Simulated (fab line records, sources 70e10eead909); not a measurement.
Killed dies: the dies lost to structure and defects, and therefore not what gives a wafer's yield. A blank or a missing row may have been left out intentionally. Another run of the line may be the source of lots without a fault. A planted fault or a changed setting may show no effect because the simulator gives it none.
Chamber matching | flow nandHarc | rieDiel-08 running NHARC_THIN_TSV_DESCUM_35: 4 sister chambers
The step chemistry O2, time 3 s. 4 wafers are shown with their chamber, then 7 later ones without.

WAFERS, EACH WITH ITS CHAMBER
wafer  | chamber | throttleValvePct (%)
L660.1 | 2       | 11.313
L660.4 | 3       | 11.324
L658.1 | 1       | 11.322
L658.3 | 0       | 11.309

WAFERS WITHOUT THEIR CHAMBER
wafer  | throttleValvePct (%)
L658.6 | 11.314
L667.1 | 11.318
L667.3 | 11.306
L667.4 | 11.302
L669.1 | 11.295
L669.2 | 11.306
L669.4 | 11.309

WHICH CHAMBER EACH WENT THROUGH
wafer  | from the rows above               | in truth
L658.6 | can't be placed: 2 or 0 or 1 or 3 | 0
L667.1 | can't be placed: 1 or 2 or 3 or 0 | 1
L667.3 | can't be placed: 0 or 2           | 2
L667.4 | can't be placed: 0 or 2           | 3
L669.1 | can't be placed: 0 or 2           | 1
L669.2 | can't be placed: 0 or 2           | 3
L669.4 | can't be placed: 0 or 2           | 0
Correct placement for 0 of the 7. Can't be placed from these rows: 7 (the true chamber is among the candidates in 4). Number placed wrongly: 0.
How it was worked out, from the rows above alone: a wafer's distance from a chamber is the root of the sum, over the readings, of the square of ((its reading less the chamber's mean) divided by the reading's scatter). The wafer belongs to the nearest chamber; if the next one is less than 2 further off, it can't be placed. Each chamber's mean is taken over the wafers shown for it. The scatter (one wafer shown for each chamber): square how far every hidden wafer sits from the nearest shown wafer, average those squares and take the square root.
